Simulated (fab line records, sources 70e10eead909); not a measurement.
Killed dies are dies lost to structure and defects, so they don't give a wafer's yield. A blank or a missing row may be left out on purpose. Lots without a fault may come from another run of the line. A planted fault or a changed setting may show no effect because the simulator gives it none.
fab line records | flow nand_harc
record lots=5 wafers=15 last_day=23
route steps=1159 shown A_CONTACT@908 END@1159
lots that met no fault: from a run of the same line without faults
start_h: hours from the record's first day to the start of the lot's first wafer shown | wait_h: hours since the lot's step before | " the same as in the row above | L1.1+2: a row that stands for several wafers | - no value, or no start given | * or withheld: withheld | < > ~ a bound
route shown NAME@n: a module of which the file shows steps, and the number in the route of the first | usual: mean/standard deviation of fault-free wafers | same: alike in all rows | chamber/n: place in a boat | sites: the reading at each site | _std_site: their standard deviation | _edge_site: outer sites' mean less inner sites' | radius_mm: how far each site lies from the wafer's centre | mask NAME#n: copy n | behind: the tool/chamber that last shaped the wafer | hold: why the lot was held/for how many hours/how that ended | device: the transistor (n, p or np) that didn't switch | end of line: the same wafers' tests at the end of the route | a step without rows: its recipe alone | killed: dies lost to structure and defects at the first sort, not the wafer's yield | map: a wafer's dies, x killed, . not, _ none there
set.NAME: the setting as run; set.NAME@STEP: as run at that earlier step | model.NAME: the simulator's own value behind a step, which no gauge read
lots at some steps of the route; a table a step, a row a wafer
services: from which hour (start_h, from the record's first day; less than 0 if before it) a tool's chamber was out of use, for how many hours, and why
## steps
# step NHARC_A_CONTACT_ETCH_128
# recipe source_w=withheld pressure_mtorr=20 bias_v=1200 time_s=155 target_depth_a=9560 ar_flow_sccm=withheld c4f8_flow_sccm=withheld o2_flow_sccm=withheld chemistry=C4F8/O2/Ar
# usual run_length_s=155/0
# columns lot.wafer tool chamber start_h wait_h rf_hours_counter_h run_length_s
L420.2 har_cap_etch-02 1 382.38 0.1 10 155
L420.5 " 1 " " - 155
L420.6 " 0 " " - 155
L429.2 har_cap_etch-02 0 435.27 0.1 20 155
L429.4 " 0 " " - 155
L429.5 " 0 " " - 155
L432.2 har_cap_etch-01 0 453.06 0.1 71 155
L432.1 " 1 " " 71 155
L432.6 " 1 " " - 155
L438.2 har_cap_etch-02 1 478.36 0.1 31 155
L438.3 " 1 " " - 155
L438.4 " 0 " " - 155
L442.3 har_cap_etch-03 0 496.21 0.1 - 155
L442.5 " 0 " " - 155
L442.6 " 1 " " - 155
# step NHARC_A_CONTACT_ETCH_129
# recipe source_w=withheld pressure_mtorr=20 bias_v=1200 time_s=155 target_depth_a=9560 ar_flow_sccm=withheld c4f8_flow_sccm=withheld o2_flow_sccm=withheld chemistry=C4F8/O2/Ar
# usual run_length_s=155/0
# columns lot.wafer tool chamber start_h wait_h rf_hours_counter_h run_length_s
L420.2 har_cap_etch-02 1 382.52 0.1 10 155
L420.5 " 1 " " - 155
L420.6 " 0 " " - 155
L429.2 har_cap_etch-02 0 435.41 0.1 20 155
L429.4 " 0 " " - 155
L429.5 " 0 " " - 155
L432.2 har_cap_etch-01 0 453.20 0.1 71 155
L432.1 " 1 " " 71 155
L432.6 " 1 " " - 155
L438.2 har_cap_etch-02 1 478.50 0.1 31 155
L438.3 " 1 " " - 155
L438.4 " 0 " " - 155
L442.3 har_cap_etch-03 0 496.35 0.1 - 155
L442.5 " 0 " " - 155
L442.6 " 1 " " - 155
# step NHARC_A_CONTACT_ETCH_130
# recipe source_w=withheld pressure_mtorr=20 bias_v=1200 time_s=155 target_depth_a=9560 ar_flow_sccm=withheld c4f8_flow_sccm=withheld o2_flow_sccm=withheld chemistry=C4F8/O2/Ar
# usual run_length_s=155/0
# columns lot.wafer tool chamber start_h wait_h rf_hours_counter_h run_length_s
L420.2 har_cap_etch-02 1 382.66 0.1 10 155
L420.5 " 1 " " - 155
L420.6 " 0 " " - 155
L429.2 har_cap_etch-02 0 435.55 0.1 20 155
L429.4 " 0 " " - 155
L429.5 " 0 " " - 155
L432.2 har_cap_etch-01 0 453.34 0.1 71 155
L432.1 " 1 " " 71 155
L432.6 " 1 " " - 155
L438.2 har_cap_etch-02 1 478.64 0.1 31 155
L438.3 " 1 " " - 155
L438.4 " 0 " " - 155
L442.3 har_cap_etch-03 0 496.49 0.1 - 155
L442.5 " 0 " " - 155
L442.6 " 1 " " - 155
# step NHARC_A_CONTACT_ETCH_131
# recipe source_w=withheld pressure_mtorr=20 bias_v=1200 time_s=155 target_depth_a=9560 ar_flow_sccm=withheld c4f8_flow_sccm=withheld o2_flow_sccm=withheld chemistry=C4F8/O2/Ar
# usual run_length_s=155/0
# columns lot.wafer tool chamber start_h wait_h rf_hours_counter_h run_length_s
L420.2 har_cap_etch-02 1 382.80 0.1 10 155
L420.5 " 1 " " - 155
L420.6 " 0 " " - 155
L429.2 har_cap_etch-02 0 435.70 0.1 21 155
L429.4 " 0 " " - 155
L429.5 " 0 " " - 155
L432.2 har_cap_etch-01 0 453.48 0.1 71 155
L432.1 " 1 " " 71 155
L432.6 " 1 " " - 155
L438.2 har_cap_etch-02 1 478.78 0.1 32 155
L438.3 " 1 " " - 155
L438.4 " 0 " " - 155
L442.3 har_cap_etch-03 0 496.63 0.1 - 155
L442.5 " 0 " " - 155
L442.6 " 1 " " - 155
# step NHARC_A_CONTACT_ETCH_132
# recipe source_w=withheld pressure_mtorr=20 bias_v=1200 time_s=156 target_depth_a=9580 ar_flow_sccm=withheld c4f8_flow_sccm=withheld o2_flow_sccm=withheld chemistry=C4F8/O2/Ar
# step NHARC_A_CONTACT_ETCH_133
# recipe source_w=withheld pressure_mtorr=20 bias_v=400 time_s=195 target_depth_a=8400 ar_flow_sccm=withheld c4f8_flow_sccm=11.5 o2_flow_sccm=7.2 chemistry=C4F8/O2/Ar
# step NHARC_A_CONTACT_ETCH_91
# recipe target_depth_a=400 over_etch_frac=0.5 time_s=85.7 ion_energy_ev=120 ch3f_flow_sccm=50 o2_flow_sccm=30 ar_flow_sccm=200 rf_w=500 bias_w=100 chemistry=CH3F/O2
# step NHARC_A_CONTACT_ETCH_97
# recipe target_depth_a=200 over_etch_frac=0.5 time_s=10 ion_energy_ev=250 c4f6_flow_sccm=25 o2_flow_sccm=20 ar_flow_sccm=500 rf_w=600 bias_w=500 chemistry=C4F6/O2
# step NHARC_A_CONTACT_CD_MEAS_80
# usual cd_nm=189.7/0.71
# columns lot.wafer tool chamber start_h wait_h cd_nm
L420.2 cd_sem-03 - 383.93 - 188.8
L420.5 " - " " 188.7
L420.6 " - " " 188.6
L429.2 cd_sem-01 - 436.74 - 188.9
L429.4 " - " " 189.5
L429.5 " - " " 189.4
L432.1 cd_sem-01 - 454.55 - 190.8
L432.2 " - " " 190.5
L432.6 " - " " 191.0
L438.2 cd_sem-01 - 479.85 - 189.7
L438.3 " - " " 190.2
L438.4 " - " " 190.5
L442.3 cd_sem-03 - 497.79 - 190.3
L442.5 " - " " 190.2
L442.6 " - " " 189.7
# step NHARC_A_CONTACT_STRIP_103
# recipe n2_flow_sccm=150 h2_flow_sccm=150 ar_flow_sccm=0 bias_w=0 chemistry=N2/H2
# step NHARC_A_CONTACT_STRIP_104
# recipe cf4_flow_sccm=100 chf3_flow_sccm=30 ar_flow_sccm=0 bias_w=0 chemistry=CF4/CHF3
# step NHARC_A_CONTACT_STRIP_105
# recipe o2_flow_sccm=400 cos_flow_sccm=20 ar_flow_sccm=0 bias_w=0 chemistry=O2/COS
# step NHARC_A_CONTACT_ETCH_106
# recipe target_depth_a=600 overetch_a=60 time_s=33 ion_energy_ev=100 cf4_flow_sccm=80 o2_flow_sccm=20 ar_flow_sccm=0 rf_w=300 bias_w=100 chemistry=CF4/O2
# usual drypump_motor_current_A=5.7/0.53 oes_product_au=1.002/0.0095 rf_vpp_V=197.4/1.5 run_length_s=54.2/0.39 showerhead_plenum_p_Torr=1.31/0.068 throttle_valve_pct=13.397/0.0096
# columns lot.wafer tool chamber start_h wait_h drypump_motor_current_A oes_product_au rf_hours_counter_h rf_vpp_V run_length_s showerhead_plenum_p_Torr throttle_valve_pct
L420.2 rie_diel-13 2 384.46 0.1 5.8 0.999 38 196.4 53.6 1.30 13.400
L420.6 " 0 " " 5.3 1.011 - 195.7 54.1 1.26 13.407
L420.5 " 1 " " 6.3 1.003 - 197.8 54.4 1.31 13.411
L429.4 rie_diel-01 0 437.03 0.1 4.8 1.004 18 199.3 53.5 1.39 13.403
L429.2 " 2 " " 5.3 1.004 20 195.4 54.5 1.26 13.392
L429.5 " 1 " " 5.1 0.998 - 195.7 53.7 1.28 13.402
L432.1 rie_diel-01 2 454.85 0.1 5.3 0.994 25 195.9 54.9 1.25 13.392
L432.2 " 3 " " 5.9 1.000 26 195.5 54.0 1.25 13.400
L432.6 " 2 " " 5.3 0.996 - 197.3 54.9 1.25 13.396
L438.2 rie_diel-13 3 480.14 0.1 5.4 1.013 5 199.4 54.2 1.42 13.391
L438.4 " 0 " " 5.2 1.009 6 195.9 54.6 1.25 13.404
L438.3 " 1 " " 6.3 0.997 5 199.5 51.4 1.31 13.386
L442.3 rie_diel-04 1 498.21 0.1 6.5 1.016 7 198.3 55.0 1.32 13.417
L442.5 " 0 " " 5.8 0.999 - 199.6 54.3 1.44 13.401
L442.6 " 1 " " 6.5 1.028 - 198.1 54.6 1.32 13.384
# step NHARC_A_CONTACT_STRIP_82
# recipe o2_flow_sccm=500 ar_flow_sccm=0 bias_w=0 chemistry=O2
# usual drypump_motor_current_A=5.8/0.51 oes_product_au=1.002/0.0098 rf_vpp_V=57.6/0.96 showerhead_plenum_p_Torr=3.48/0.17 throttle_valve_pct=17.036/0.0097
# columns lot.wafer tool chamber start_h wait_h drypump_motor_current_A oes_product_au rf_hours_counter_h rf_vpp_V showerhead_plenum_p_Torr throttle_valve_pct
L420.2 rie_diel-13 3 - - 5.4 0.984 37 58.4 3.75 17.022
L420.6 " 0 " " 5.3 0.998 - 57.6 3.33 17.021
L420.5 " 1 " " 6.3 1.003 - 56.6 3.47 17.025
L429.2 rie_diel-01 1 - - 5.1 0.993 20 57.3 3.39 17.040
L429.4 " 0 " " 4.9 1.004 18 58.5 3.67 17.042
L429.5 " 2 " " 5.4 1.002 - 57.5 3.33 17.043
L432.2 rie_diel-01 2 - - 5.4 0.997 25 57.6 3.33 17.030
L432.1 " 0 " " 4.9 1.001 23 57.7 3.67 17.048
L432.6 " 3 " " 5.9 1.004 - 57.5 3.31 17.034
L438.3 rie_diel-13 3 - - 5.4 1.000 5 57.7 3.73 17.051
L438.4 " 1 " " 6.3 0.993 5 58.4 3.45 17.036
L438.2 " 2 " " 5.8 0.997 4 57.2 3.42 17.026
L442.3 rie_diel-04 2 - - 6.3 1.008 8 56.7 3.77 17.041
L442.5 " 3 " " 6.2 1.009 - 55.4 3.34 17.041
L442.6 " 0 " " 5.8 0.997 - 58.1 3.80 17.033
# step NHARC_END_SORT_01
# recipe temp_c=25
# usual killed_at_array=25/9.2 killed_at_other=0.8/1.2 killed_at_periphery=3.9/2.6 killed_dies=30/9.7 killed_open=3.4/1.9 killed_short=2.0/1.4
# same gross_dies=677
# columns lot.wafer tool chamber start_h wait_h killed_at_array killed_at_other killed_at_periphery killed_dies killed_open killed_short
L429.2 prober-01 0 499.86 2.8 21 0 2 23 4 4
L429.4 prober-01 0 501.45 3.4 26 0 7 33 6 0
L429.5 prober-01 0 502.25 3.7 29 0 6 35 5 2
L432.1 prober-01 0 515.18 2.5 26 1 2 29 1 1
L432.2 prober-01 0 515.98 2.8 27 1 6 34 3 1
L432.6 prober-01 0 519.20 4.0 31 4 5 40 5 1
L438.2 prober-01 0 544.74 2.8 25 3 6 34 6 3
L438.3 prober-01 0 545.54 3.1 123 3 2 128 1 5
L438.4 prober-01 0 546.34 3.4 31 0 1 32 2 1
# killed by level:class
L429.2 A_CHANNEL_HOLE_D1:chamber_film_flake=9 A_CONTACT:geometric_particle:open=4 A_STAIRCASE:chamber_film_flake=2 A_SLIT:chamber_film_flake=2 A_ONON_D1:geometric_particle:short=1 A_CHANNEL_FILL_D1:geometric_particle:short=1 A_SGD_CUT:geometric_particle:short=1 A_CONTACT:geometric_particle:short=1
L429.4 A_CHANNEL_HOLE_D1:chamber_film_flake=12 A_STAIRCASE:chamber_film_flake=5 A_CONTACT:chamber_film_flake=4 P_M0:chamber_film_flake=3 A_ZERO_WELL:chamber_film_flake=2 P_GATE:geometric_particle:open=1 P_CONTACT:geometric_particle:open=1 P_M0:geometric_particle:open=1
L429.5 A_CHANNEL_HOLE_D1:chamber_film_flake=15 P_M0:chamber_film_flake=4 A_CHANNEL_FILL_D1:geometric_particle:open=3 A_STAIRCASE:chamber_film_flake=3 A_CONTACT:chamber_film_flake=3 A_ZERO_WELL:chamber_film_flake=2 P_CONTACT:geometric_particle:open=1 P_M1:geometric_particle:open=1
L432.1 A_SLIT:chamber_film_flake=11 A_CHANNEL_HOLE_D1:chamber_film_flake=7 A_CONTACT:chamber_film_flake=5 A_STAIRCASE:chamber_film_flake=2 P_M0:geometric_particle:short=1 A_SGD_CUT:geometric_particle:open=1 P_GATE:chamber_film_flake=1 THIN_TSV:chamber_film_flake=1
L432.2 A_SLIT:chamber_film_flake=16 A_CONTACT:chamber_film_flake=5 P_ZERO_WELL:chamber_film_flake=4 A_CHANNEL_HOLE_D1:chamber_film_flake=2 A_STAIRCASE:chamber_film_flake=2 P_CONTACT:geometric_particle:short=1 P_CONTACT:geometric_particle:open=1 A_SLIT:geometric_particle:open=1
L432.6 A_SLIT:chamber_film_flake=14 A_CONTACT:chamber_film_flake=5 THIN_TSV:chamber_film_flake=4 P_ZERO_WELL:chamber_film_flake=3 A_CHANNEL_HOLE_D1:chamber_film_flake=3 A_STAIRCASE:chamber_film_flake=3 A_ONON_D1:geometric_particle:open=2 A_CONTACT:geometric_particle:open=2
L438.2 A_CHANNEL_HOLE_D1:chamber_film_flake=15 A_STAIRCASE:chamber_film_flake=6 THIN_TSV:chamber_film_flake=3 P_CONTACT:geometric_particle:open=2 P_STI:geometric_particle:open=1 P_GATE:geometric_particle:open=1 P_M0:geometric_particle:open=1 P_M2:geometric_particle:open=1
L438.3 A_CONTACT:area_etch=93 A_CHANNEL_HOLE_D1:chamber_film_flake=16 A_STAIRCASE:chamber_film_flake=9 A_CHANNEL_FILL_D1:geometric_particle:short=3 THIN_TSV:chamber_film_flake=3 P_STI:geometric_particle:short=1 P_CONTACT:geometric_particle:open=1 A_ONON_D1:geometric_particle:short=1
L438.4 A_CHANNEL_HOLE_D1:chamber_film_flake=23 A_STAIRCASE:chamber_film_flake=6 P_M0:geometric_particle:open=1 A_ONON_D1:geometric_particle:short=1 A_WL_FILL:geometric_particle:open=1
# map L438.3 (x killed, . not)
____________.____________
_________.x...xx_________
_______......xx..._______
______.........x..x______
_____...........x..._____
____..........xxx..xx____
____...x..x..x.......____
___.x.x......x..x...x.___
___..........x.x.x....___
__.....x..x...x...x..x.__
__....x..........x..x..__
_..........x.....x....x._
_.....x...............x._
_.............x..x...xx._
_..x..x.............xx.x_
_..x........x.x...xxx..._
...........x...x.x.xx...x
.........x.......xx..x...
.........................
............x..x.....x...
..x..x.........x...x.x...
_xx....x...........x...._
_...........x.x.x......._
_.......x.............x._
_x..........xx...xx....x_
_...xxx...x............._
__..x......x......x....__
__...............x.x...__
___.x.x..........x....___
___...xx.............x___
____.xxx.x.xx.x.x....____
____.xx.x....x.....x.____
_____xxx....xx...x.._____
______xxx.......x..______
_______x.......x.._______
_________xxx...._________
____________.____________
# map L420.5 (x killed, . not)
____________.____________
_________......._________
_______.......x..._______
______.....x.......______
_____..............._____
____.x...............____
____.................____
___...................___
___...................___
__....................x__
__.....................__
_......................._
_................x......_
_...............x......._
_......................._
_......................._
.................x.......
.........................
.......x...............x.
......................x..
.........................
_..............x........_
_......................._
_......................._
_.....................x._
_.......x....x.........._
__............x.....xx.__
__.....................__
___...................___
___.............x.....___
____.................____
____.................____
_____.x.......x....._____
______....x........______
_______x....xx...._______
_________x..x..x_________
____________.____________
## services
# columns tool chamber start_h hours kind
rie_diel-13 0 358.51 - clean
rie_diel-13 1 358.51 - clean
rie_diel-13 2 358.51 - clean
rie_diel-13 3 358.51 - clean
rie_diel-04 3 365.31 26.3 repair
rie_diel-01 0 372.87 - clean
rie_diel-01 1 372.87 - clean
rie_diel-01 2 372.87 - clean
rie_diel-01 3 372.87 - clean
rie_diel-13 0 383.06 - clean
rie_diel-13 1 383.06 - clean
rie_diel-13 2 383.06 - clean
rie_diel-13 3 383.06 - clean
rie_diel-01 0 391.93 6.4 repair
rie_diel-01 1 397.39 - clean
rie_diel-01 2 397.39 - clean
rie_diel-04 0 406.09 10.4 repair
rie_diel-13 2 415.09 6.4 repair
rie_diel-01 0 422.42 2.4 repair
rie_diel-13 - 453.00 9.0 pm
rie_diel-04 - 467.04 9.0 pm
har_cap_etch-01 - 479.00 0.8 repair
rie_diel-01 - 491.81 9.0 pm
rie_diel-13 2 494.78 4.1 repair
## key
first_sign step=NHARC_A_CONTACT_ETCH_106 reading=run_length_s direction=down sigmas=7.2 usual=* struck=*
effect step=NHARC_END_SORT_01 reading=killed_at_array direction=up sigmas=11 usual=25 struck=123
more_kills_born_at NHARC_A_CONTACT_ETCH_106@rie_diel-13=93
met_at NHARC_A_CONTACT_ETCH_106
struck_wafers L438.3
tester_left_out L438
onset_between 384.46 480.14
fault kind=process_parameter_drift tool=rie_diel-13 chamber=1 onset_h=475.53 steps=NHARC_A_CONTACT_ETCH_106 channel=time_s offset=* shape=step end_h=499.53 acts_in=* stated=*
# tester_left_out: of these lots the tester's yield and bins aren't shown, on N5 and GAA mostly nor the transistor test; their killed dies are dies lost to structure and defects alone, not to doping, threshold or leakage, so they don't give the yield
